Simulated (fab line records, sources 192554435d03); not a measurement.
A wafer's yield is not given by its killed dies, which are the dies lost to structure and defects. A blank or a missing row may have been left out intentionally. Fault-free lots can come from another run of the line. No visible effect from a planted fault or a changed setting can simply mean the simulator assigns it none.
Split-lot study ; flow n5Finfet ; 21 wafers read across 7 lots, on a route 1938 steps long

ABOUT THE SPLIT
At N5_MIM_TOP_LITHO_EXPOSE_05 (exposes mask MIM TOP, target cd 2000 nm), the setting doseMj was moved away from the recipe's 20.5 on 7 of the 21 wafers read, by -4.5% to +6.2%. The other wafers ran this setting at the recipe's value.

FROM THE SPLIT TO THE READING: what the file shows between them, 3 steps
- N5_MIM_TOP_LITHO_PEB_06
- N5_MIM_TOP_LITHO_DEVELOP_07: develop time 60 s
- N5_MIM_TOP_LITHO_HARDBAKE_09: time 120 s

THE READING
Shown in nm: cdNm at N5_MIM_TOP_LITHO_CD_MEAS_08, with target cd 2000 nm. Fault-free wafers of this fab line usually give 2001.2 nm, standard deviation 2.1 nm.

wafer;tool, chamber at the split;doseMj as run;against the recipe;cdNm, nm;against lot-mates on the recipe
L079.1;krfScanner-01, 0;20.5;recipe;2003.0;-
L079.3;krfScanner-01, 0;19.57;-4.5%;2013.7;+9.5
L079.5;krfScanner-01, 0;20.5;recipe;2005.3;-
L082.1;krfScanner-01, 0;20.5;recipe;1999.9;-
L082.2;krfScanner-01, 0;20.5;recipe;2000.6;-
L082.4;krfScanner-01, 0;20.5;recipe;2003.8;-
L083.1;krfScanner-01, 0;20.5;recipe;1997.7;-
L083.3;krfScanner-01, 0;20.5;recipe;1999.5;-
L083.6;krfScanner-01, 0;20.5;recipe;2003.0;-
L089.3;krfScanner-02, 0;21.78;+6.2%;1988.7;-14.3
L089.5;krfScanner-02, 0;20.5;recipe;2001.8;-
L089.6;krfScanner-02, 0;20.5;recipe;2004.2;-
L090.2;krfScanner-02, 0;21.35;+4.1%;1993.7;-8.9
L090.3;krfScanner-02, 0;21.35;+4.1%;1994.3;-8.3
L090.4;krfScanner-02, 0;20.5;recipe;2002.6;-
L094.2;krfScanner-01, 0;20.5;recipe;2001.5;-
L094.3;krfScanner-01, 0;21.37;+4.2%;1994.1;-7.4
L094.5;krfScanner-01, 0;21.37;+4.2%;1994.7;-6.8
L095.1;krfScanner-02, 0;20.5;recipe;1999.4;-
L095.3;krfScanner-02, 0;21.14;+3.1%;1995.7;-6.7
L095.4;krfScanner-02, 0;20.5;recipe;2005.4;-

FIT RESULTS
A straight line over all 21 wafers: cdNm changes by -2.09 nm for each +1% of doseMj; r = -0.93; the points scatter about the line by 2 nm.
The same after taking each lot's own level away (the mean of its wafers on the recipe; 21 wafers): -2.05 nm for each +1%; r = -0.95; scatter 1.7 nm.
That fit puts the effect of the largest move of doseMj on the reading at 13 nm.
Measured against the standard deviation above, the lots' own levels, which go from 2000.07 to 2004.15 nm, span 1.9 times it.
The two slopes agree, so the slope changes little with the lot-to-lot level.
Check: with one of the wafers moved furthest among these (+6.2%) left out of the fit, the line predicts -12.1 nm for it against its lot-mates. It came out at -14.3 nm against them.

FILE'S OWN FIT
cdNm changes by -2.1 nm for each +1% of doseMj, r = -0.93.
